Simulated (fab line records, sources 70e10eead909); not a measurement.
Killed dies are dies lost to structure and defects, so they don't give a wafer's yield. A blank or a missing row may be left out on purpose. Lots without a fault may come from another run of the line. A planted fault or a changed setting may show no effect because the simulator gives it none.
Chamber matching | flow nand_harc | NHARC_P_M2_PRE_CLEAN_32 on pecvd-04: 3 sister chambers
The step time 12 s. 6 wafers are shown with their chamber, then 12 later ones without.

WAFERS WITH THEIR CHAMBER
wafer  | chamber | heater_power_w (W)
L082.1 | 1       | 609
L082.3 | 0       | 613
L082.5 | 2       | 572
L088.2 | 0       | 676
L088.3 | 2       | 503
L088.6 | 1       | 730

WAFERS WITHOUT THEIR CHAMBER
wafer  | heater_power_w (W)
L090.1 | 737
L090.3 | 674
L090.6 | 668
L092.1 | 533
L092.3 | 675
L092.4 | 753
L095.1 | 560
L095.3 | 674
L095.6 | 539
L096.2 | 512
L096.4 | 669
L096.5 | 496

WHICH CHAMBER EACH WENT THROUGH
wafer  | from the rows above          | in truth
L090.1 | can't be placed: 1 or 0      | 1
L090.3 | can't be placed: 1 or 0      | 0
L090.6 | can't be placed: 1 or 0      | 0
L092.1 | can't be placed: 2 or 0      | 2
L092.3 | can't be placed: 1 or 0      | 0
L092.4 | can't be placed: 1 or 0      | 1
L095.1 | can't be placed: 2 or 0 or 1 | 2
L095.3 | can't be placed: 1 or 0      | 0
L095.6 | can't be placed: 2 or 0      | 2
L096.2 | can't be placed: 2 or 0      | 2
L096.4 | can't be placed: 1 or 0      | 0
L096.5 | can't be placed: 2 or 0      | 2
Placed correctly: 0 of 12. Can't be placed from these rows: 12 (the true chamber is among the candidates in 12). Placed wrongly: 0.
How it was worked out, from the rows above alone: a wafer's distance from a chamber is the root of the sum, over the readings, of the square of ((its reading less the chamber's mean) divided by the reading's scatter). The wafer belongs to the nearest chamber; if the next one is less than 2 further off, it can't be placed. A chamber's mean is the mean of its shown wafers. The scatter: the root of (the sum of the squares of (reading less its chamber's mean) over the shown wafers, divided by (wafers less chambers)).
